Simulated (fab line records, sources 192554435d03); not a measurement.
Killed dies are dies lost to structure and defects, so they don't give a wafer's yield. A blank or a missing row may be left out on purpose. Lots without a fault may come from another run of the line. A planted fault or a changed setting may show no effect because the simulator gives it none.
fab line records | flow n5_finfet
record lots=5 wafers=15 last_day=16
route steps=1938 shown BEOL_M0@721 BEOL_M1@751 PASSIVATION@1936
lots that met no fault: from a run of the same line without faults
start_h: hours from the record's first day to the start of the lot's first wafer shown | wait_h: hours since the lot's step before | " the same as in the row above | L1.1+2: a row that stands for several wafers | - no value, or no start given | * or withheld: withheld | < > ~ a bound
route shown NAME@n: a module of which the file shows steps, and the number in the route of the first | usual: mean/standard deviation of fault-free wafers | same: alike in all rows | chamber/n: place in a boat | sites: the reading at each site | _std_site: their standard deviation | _edge_site: outer sites' mean less inner sites' | radius_mm: how far each site lies from the wafer's centre | mask NAME#n: copy n | behind: the tool/chamber that last shaped the wafer | hold: why the lot was held/for how many hours/how that ended | device: the transistor (n, p or np) that didn't switch | end of line: the same wafers' tests at the end of the route | a step without rows: its recipe alone | killed: dies lost to structure and defects at the first sort, not the wafer's yield | map: a wafer's dies, x killed, . not, _ none there
set.NAME: the setting as run; set.NAME@STEP: as run at that earlier step | model.NAME: the simulator's own value behind a step, which no gauge read
lots at some steps of the route; a table a step, a row a wafer
services: from which hour (start_h, from the record's first day; less than 0 if before it) a tool's chamber was out of use, for how many hours, and why
## steps
# step N5_BEOL_M0_TRENCH_ETCH_107
# recipe chemistry=C4F6/O2 target_depth_a=328 target=SiOC time_s=16.4 ion_energy_ev=250 pressure_mtorr=30 source_w=355 bias_w=185 Ar_flow_sccm=300 C4F6_flow_sccm=10 O2_flow_sccm=10
# step N5_BEOL_M0_STRIP_142
# recipe chemistry=N2/H2 time_s=10 power_w=450 temp_c=40 pressure_mtorr=20 rf_frequency_hz=6e+07 bias_power_w=7 n2_flow_sccm=200 h2_flow_sccm=200
# step N5_BEOL_M0_OCD_MEAS_108
# usual trench_depth_nm=32.7/0.65
# columns lot.wafer tool chamber start_h wait_h trench_depth_nm
L544.2 ocd-01 - 139.20 0.1 33.3
L544.5 " - " " 33.5
L544.6 " - " " 32.4
L546.2 ocd-01 - 155.40 0.1 32.5
L546.3 " - " " 33.1
L546.4 " - " " 33.0
L548.3 ocd-02 - 167.59 0.1 31.9
L548.4 " - " " 32.8
L548.5 " - " " 31.4
L550.2 ocd-01 - 179.14 0.1 32.7
L550.3 " - " " 32.8
L550.4 " - " " 33.4
L555.2 ocd-01 - 211.06 0.1 33.3
L555.4 " - " " 31.7
L555.5 " - " " 31.7
# step N5_BEOL_M0_HM_STRIP_129
# recipe chemistry=peroxide_tin_strip material=TiN target_depth_a=170 temp_c=50 time_s=108
# step N5_BEOL_M0_SRD_130
# recipe time_s=30 temp_c=23 rinse_liquid=diw dry=ipa_marangoni
# step N5_BEOL_M0_ETCH_109
# recipe chemistry=CH3F/O2 target_depth_a=80 overetch_a=24 target=SiCN time_s=27.4 ion_energy_ev=120 pressure_mtorr=30 source_w=395 bias_w=75 Ar_flow_sccm=150 CH3F_flow_sccm=30 O2_flow_sccm=20
# step N5_BEOL_M0_STRIP_139
# recipe chemistry=post_etch_residue_remover time_s=60 temp_c=25 remover_ph=withheld remover_water_wt_pct=withheld remover_fluoride_wt_pct=withheld
# step N5_BEOL_M0_SRD_111
# recipe time_s=30 temp_c=23 rinse_liquid=diw dry=ipa_marangoni
# step N5_BEOL_M0_DEGAS_112
# recipe ambient=vacuum temp_c=250 time_s=60
# step N5_BEOL_M0_PRE_CLEAN_113
# recipe gas=H2/He time_s=30 temp_c=250
# step N5_BEOL_M0_ALD_136
# recipe material=TaN target_thk_a=* temp_c=275 ald_precursor_family=PDMAT ald_co_reactant=NH3 pressure_torr=3 carrier_flow_sccm=1500 pulse_time_s=2 purge_time_s=3 co_reactant_purge_time_s=2 co_reactant_pulse_time_s=3 ald_cycles=30 precursor_vessel_temp_c=75 precursor_vessel_pressure_torr=26.25 precursor_vessel_carrier_sccm=1000
# step N5_BEOL_M0_SURFACE_TREAT_137
# recipe gas=Ar time_s=* ion_energy_ev=* ion_current_ma_cm2=0.5 pressure_mtorr=* ar_flow_sccm=30
# step N5_BEOL_M0_CVD_115
# recipe material=Co target_thk_a=* temp_c=withheld precursor=CCTBA/H2 pressure_torr=30 time_s=120
# columns lot.wafer tool chamber start_h wait_h
L544.2+5+6 cvd_co-01 2,1,0 142.47 0.3
L546.2+3+4 cvd_co-02 1,2,0 156.37 0.0
L548.3+4+5 cvd_co-01 1,2,0 170.47 0.1
L550.2+3+4 cvd_co-01 2,1,0 180.37 0.4
L555.2+4+5 cvd_co-02 0,1,2 212.04 0.3
# step N5_BEOL_M0_SPUTTER_116
# recipe material=Cu target_thk_a=40 temp_c=-20 chamber_pressure_pa=0.07 power_w=withheld time_s=7.37
# step N5_BEOL_M0_ANNEAL_117
# recipe temp_c=400 time_s=60 ambient=vacuum
# step N5_BEOL_M0_SPUTTER_132
# recipe material=Cu target_thk_a=40 temp_c=-20 chamber_pressure_pa=0.07 power_w=withheld time_s=7.37
# step N5_BEOL_M0_ANNEAL_133
# recipe temp_c=400 time_s=60 ambient=vacuum
# usual heater_power_w=857/92
# columns lot.wafer tool chamber start_h wait_h heater_power_w
L544.2 pvd_sputter-03 - 142.78 0.0 762
L544.5 " - " " 765
L544.6 " - " " 822
L546.2 pvd_sputter-01 - 156.73 0.0 793
L546.3 " - " " 919
L546.4 " - " " 902
L548.3 pvd_sputter-02 - 170.87 0.0 744
L548.4 " - " " 1039
L548.5 " - " " 846
L550.2 pvd_sputter-02 - 182.40 0.0 1040
L550.3 " - " " 847
L550.4 " - " " 734
L555.2 pvd_sputter-01 - 212.78 0.0 917
L555.4 " - " " 914
L555.5 " - " " 793
# step N5_BEOL_M0_SPUTTER_134
# recipe material=Cu target_thk_a=40 temp_c=-20 chamber_pressure_pa=0.07 power_w=withheld time_s=7.37
# step N5_BEOL_M0_ANNEAL_135
# recipe temp_c=400 time_s=60 ambient=vacuum
# step N5_BEOL_M0_SPUTTER_141
# recipe material=Cu target_thk_a=40 temp_c=-20 chamber_pressure_pa=0.07 power_w=withheld time_s=7.37
# step N5_BEOL_M0_ECD_118
# recipe material=Cu target_thk_a=3000
# step N5_BEOL_M0_ANNEAL_119
# recipe temp_c=225 time_s=90 ambient=N2
# step N5_BEOL_M0_CMP_120
# recipe stop_on=SiOC t_overpolish_s=6.9 down_force_psi=1 platen_rpm=50 clearing_platen_down_force_psi=1.5 clearing_platen_rpm=50 post_cmp_clean=cu_alkaline clearing_platen_pad_velocity_m_s=0.99484 pad_velocity_m_s=0.99484
# step N5_BEOL_M0_PRE_CLEAN_131
# recipe gas=NH3/H2 time_s=15 temp_c=* rf_power_w=300
# step N5_BEOL_M0_CO_CAP_123
# recipe material=Co target_thk_a=20 temp_c=200 precursor=CCTBA/H2 pressure_torr=30 time_s=102.1
# usual heater_power_w=243/30
# columns lot.wafer tool chamber start_h wait_h heater_power_w
L544.2 cvd_co-02 1 143.87 0.0 236
L544.5 " 2 " " 227
L544.6 " 1 " " 232
L546.2 cvd_co-01 1 157.75 0.0 312
L546.3 " 2 " " 226
L546.4 " 1 " " 309
L548.3 cvd_co-02 2 172.32 0.0 230
L548.4 " 0 " " 242
L548.5 " 1 " " 234
L550.2 cvd_co-01 1 183.44 0.0 319
L550.3 " 0 " " 221
L550.4 " 2 " " 221
L555.2 cvd_co-01 1 213.82 0.0 313
L555.4 " 2 " " 227
L555.5 " 0 " " 219
# step N5_BEOL_M0_PRE_CLEAN_124
# recipe gas=NH3 time_s=15 temp_c=withheld rf_power_w=300
# step N5_BEOL_M0_DEP_125
# recipe material=SiCN target_thk_a=80 temp_c=withheld precursor=3MS/NH3 pressure_torr=3 rf_w=202 time_s=14
# step N5_BEOL_M0_RS_MEAS_126
# recipe thk_meas_gauge=four-point-probe reads=Co_of_BEOL_M0_CO_CAP_123+Cu_of_BEOL_M0_ECD_118+Co_of_BEOL_M0_CVD_115+TaN_of_BEOL_M0_ALD_136
# usual M0_RS=0.541/0.019
# columns lot.wafer tool chamber start_h wait_h M0_RS[ohm/sq]
L544.2 film_metro-02 - 144.05 0.1 0.534
L544.5 " - " " 0.534
L544.6 " - " " 0.516
L546.2 film_metro-01 - 157.93 0.1 0.521
L546.3 " - " " 0.528
L546.4 " - " " 0.520
L548.3 film_metro-01 - 172.51 0.1 0.564
L548.4 " - " " 0.559
L548.5 " - " " 0.569
L550.2 film_metro-02 - 183.63 0.1 0.563
L550.3 " - " " 0.557
L550.4 " - " " 0.528
L555.2 film_metro-01 - 214.00 0.1 0.525
L555.4 " - " " 0.533
L555.5 " - " " 0.522
# step N5_BEOL_M1_ILD_DEP_00
# recipe material=SiOC target_thk_a=790 temp_c=350 precursor=DEMS/O2 pressure_torr=5 rf_w=500 time_s=15.3
# usual heater_power_w=474/49 showerhead_plenum_p_Torr=5.694/0.012 throttle_valve_pct=12.3/0.64
# columns lot.wafer tool chamber start_h wait_h heater_power_w showerhead_plenum_p_Torr throttle_valve_pct
L544.2 pecvd-03 0 144.12 0.0 472 5.696 12.1
L544.5 " 1 " " 456 5.689 13.2
L544.6 " 2 " " 440 5.715 11.7
L546.2 pecvd-03 2 158.00 0.0 371 5.690 11.6
L546.3 " 1 " " 504 5.681 13.2
L546.4 " 0 " " 422 5.698 12.1
L548.3 pecvd-03 1 172.57 0.0 480 5.692 12.9
L548.4 " 0 " " 492 5.700 12.2
L548.5 " 1 " " 488 5.688 13.4
L550.2 pecvd-02 0 183.69 0.0 524 5.683 12.5
L550.3 " 2 " " 433 5.682 11.5
L550.4 " 2 " " 442 5.701 11.2
L555.2 pecvd-03 0 214.07 0.0 414 5.698 12.3
L555.4 " 0 " " 415 5.686 12.3
L555.5 " 2 " " 388 5.684 11.8
# step N5_BEOL_M1_THK_MEAS_01
# recipe reads=SiOC_of_BEOL_M1_ILD_DEP_00
# usual M1_ILD_THK=78.8/0.93
# columns lot.wafer tool chamber start_h wait_h M1_ILD_THK[nm]
L544.2 film_metro-01 - 144.18 0.1 76.9
L544.5 " - " " 78.7
L544.6 " - " " 78.2
L546.2 film_metro-01 - 158.06 0.1 78.7
L546.3 " - " " 78.5
L546.4 " - " " 80.7
L548.3 film_metro-02 - 172.64 0.1 77.1
L548.4 " - " " 78.9
L548.5 " - " " 78.5
L550.2 film_metro-02 - 183.76 0.1 78.2
L550.3 " - " " 78.7
L550.4 " - " " 79.0
L555.2 film_metro-02 - 214.13 0.1 78.2
L555.4 " - " " 79.0
L555.5 " - " " 80.1
# step N5_BEOL_M1_PECVD_72
# recipe material=SiO2 target_thk_a=160 temp_c=400 precursor=TEOS/O2 pressure_torr=5.5 rf_w=450 teos_flow_sccm=53.8 gas=O2 flow_sccm=3000 time_s=18
# usual heater_power_w=714/59 showerhead_plenum_p_Torr=8.78/0.048 throttle_valve_pct=23.1/1.2
# columns lot.wafer tool chamber start_h wait_h heater_power_w showerhead_plenum_p_Torr throttle_valve_pct
L544.2 pecvd-01 1 144.22 0.0 823 8.85 22.8
L544.5 " 2 " " 638 8.68 25.7
L544.6 " 0 " " 668 8.78 23.6
L546.2 pecvd-03 0 158.10 0.0 714 8.79 22.8
L546.3 " 1 " " 733 8.77 24.6
L546.4 " 2 " " 629 8.79 21.9
L548.3 pecvd-02 0 172.67 0.0 740 8.75 23.4
L548.4 " 1 " " 748 8.77 22.1
L548.5 " 2 " " 792 8.77 21.0
L550.2 pecvd-03 0 183.79 0.0 607 8.77 23.2
L550.3 " 2 " " 640 8.80 22.0
L550.4 " 0 " " 628 8.78 22.9
L555.2 pecvd-01 2 214.17 0.0 662 8.66 25.5
L555.4 " 0 " " 708 8.77 23.6
L555.5 " 1 " " 796 8.87 22.6
# step N5_BEOL_M1_HM_DEP_02
# recipe material=TiN target_thk_a=200 temp_c=25 chamber_pressure_pa=0.49996
# usual throttle_valve_pct=30.1/0.85
# columns lot.wafer tool chamber start_h wait_h throttle_valve_pct
L544.2 pvd_sputter-02 - 148.11 3.9 31.1
L544.5 " - " " 30.8
L544.6 " - " " 31.3
L546.2 pvd_sputter-02 - 158.78 0.7 29.8
L546.3 " - " " 30.5
L546.4 " - " " 31.0
L548.3 pvd_sputter-02 - 173.53 0.8 30.9
L548.4 " - " " 29.7
L548.5 " - " " 29.7
L550.2 pvd_sputter-02 - 184.40 0.6 29.5
L550.3 " - " " 30.6
L550.4 " - " " 29.6
L555.2 pvd_sputter-03 - 214.69 0.5 29.8
L555.4 " - " " 30.3
L555.5 " - " " 30.9
# step N5_BEOL_M1_COAT_61
# recipe resist=SOC temp_c=250 time_s=60 spin_rpm=1500 resist_thk_nm=60
# step N5_BEOL_M1_COAT_62
# recipe resist=SiARC temp_c=220 time_s=60 spin_rpm=1500 resist_thk_nm=12
# step N5_BEOL_M1_COAT_73
# recipe resist=underlayer temp_c=205 time_s=60 spin_rpm=1500 resist_thk_nm=5
# step N5_BEOL_M1_COAT_05
# recipe resist=CAR-EUV spin_rpm=1500 resist_thk_nm=30
# step N5_BEOL_M1_EBR_07
# recipe solvent=PGMEA ebr_width_mm=1.5
# step N5_BEOL_M1_SOFTBAKE_06
# recipe temp_c=110 time_s=60 resist=CAR-EUV
# step N5_BEOL_M1_EXPOSE_08
# recipe mask_id=M1 na=0.33 source_shape=dipole sigma_inner=0.369 sigma_outer=0.767 polarization=unpolarized dose_mj=33
# step N5_BEOL_M1_PEB_09
# recipe peb_temp_c=100 peb_time_s=60 resist=CAR-EUV
# step N5_PASSIVATION_PROBE_49
# usual defect_limited_yield=91.6/1.4 killed_at_M0_to_M3=33/10 killed_at_M4_up=13/5.3 killed_at_contacts=13/5.9 killed_at_front_end=36/12 killed_at_other=4/3.1 killed_dies=99/16 killed_open=65/13 killed_short=32/7.3 sort_bin_5_function=4.9/0.9 sort_bin_6_memory=3.1/0.66 sort_n_pass=1081/17 sort_yield_pct=91.6/1.4
# same gross_dies=1180 killed_at_back_side=0 sort_bin_4_leakage[%]=0 sort_bin_8_speed[%]=0
# columns lot.wafer tool chamber start_h wait_h defect_limited_yield[%] killed_at_M0_to_M3 killed_at_M4_up killed_at_contacts killed_at_front_end killed_at_other killed_dies killed_open killed_short sort_bin_5_function[%] sort_bin_6_memory[%] sort_n_pass sort_yield_pct[%]
L555.4 prober-02 - 391.52 0.2 85.7 111 3 17 34 4 169 54 35 8.9 3.5 1011 85.7
# killed by level:class
L555.4 BEOL_M0:unspecified=80 MOL_CONTACT_COAG:geometric_particle:open=11 BEOL_M3:geometric_particle:open=9 GATE_CUT:geometric_particle:short=6 MOL_CONTACT_COAG:geometric_particle:short=6 BEOL_M1:geometric_particle:open=6 FIN_SAQP:geometric_particle:short=5 STI_FIN_REVEAL:geometric_particle:open=5
# map L555.4 (x killed, . not)
_________________.......xxxxx________________
______________..x......xxxxxxxxx_____________
___________...........xxxxxxxxxxxxx__________
__________x............x.xxxxxxxxxxx_________
________........xx...xx..xxxxxxxxxx..._______
_______........x........xxxxxxxxxxxxx.x______
______.................x..xxxxxxxxxx.x.._____
_____..x......x.........x..xxxxx.x.x..x..____
____..........................x.x.xx......___
___..........x................xx....x......__
___.x....x...........x......x......x.......__
__..........x..........................x...._
__........x........................x.....x.x_
_..........x...x............x.........x......
_..x..........x.......x....x.....x...........
_...............................x............
_...................x..xx................x...
_....x...x.xx..............x.................
_..............................x.............
_..............x............................x
_...................x...x..........x..x......
__.............x....xx......................_
__..x............x..x............x.........._
___...........x...xx.x..xx..........x....x.__
___..x.....................................__
____x..........x.................xx.......___
_____.x...............x........x.........____
______....................x............._____
_______.................x..........x...______
________.............................._______
__________.x.........x.............._________
___________............x...........__________
______________.....x............_____________
_________________...x........________________
# map L546.3 (x killed, . not)
_________________.....x.....x________________
______________..............x..._____________
___________...........x.......x....__________
__________..............x.x........._________
________......x.x...............x....._______
_______..x......x.............x....x...______
______.....x..............x........x..x._____
_____..............................x...xx____
____....x........................x........___
___......x.......x....x.x..x.......x....x..__
___........x....................x.........x__
__..x..............x........x..............._
__........................x...........xx...._
_x..........x..x........x..............x.....
_..x.....x....x.............x..x........x....
_..........x....x......x..x.....x...xx.......
_.........................x..............x...
_............................................
_.......xx...........x.......x..x............
_.......x......................x............x
_....................................x.......
__.........x......x...........xx....x......._
__x...xx...................................._
___.xx.x.............x...........x.........__
___.....x............x.........x....x...x..__
____...x............x.....................___
_____...........x.x..x.................x.____
______..........x..x..x..........x......_____
_______.....x................x.........______
________..........x......x..x........._______
__________....x.x....x........x....._________
___________.x........x.............__________
______________..x..............._____________
_________________............________________
## services
# columns tool chamber start_h hours kind
pvd_sputter-01 - 143.59 5.2 repair
cvd_co-02 - 158.69 6.9 pm
pecvd-03 - 162.43 2.2 repair
pecvd-02 - 165.07 2.8 pm
## key
first_sign step=N5_PASSIVATION_PROBE_49 reading=killed_at_M0_to_M3 direction=up sigmas=7.8 usual=33 struck=111
effect step=N5_PASSIVATION_PROBE_49 reading=killed_dies direction=up sigmas=4.3 usual=99 struck=169
more_kills_born_at N5_BEOL_M0_CVD_115@cvd_co-02=80
met_at N5_BEOL_M0_CVD_115
struck_wafers L555.4
onset_between 156.37 212.04
fault kind=chamber_particle_source tool=cvd_co-02 chamber=1 onset_h=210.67 steps=N5_BEOL_M0_CVD_115 rate_per_visit_cm2=0.68546 end_h=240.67
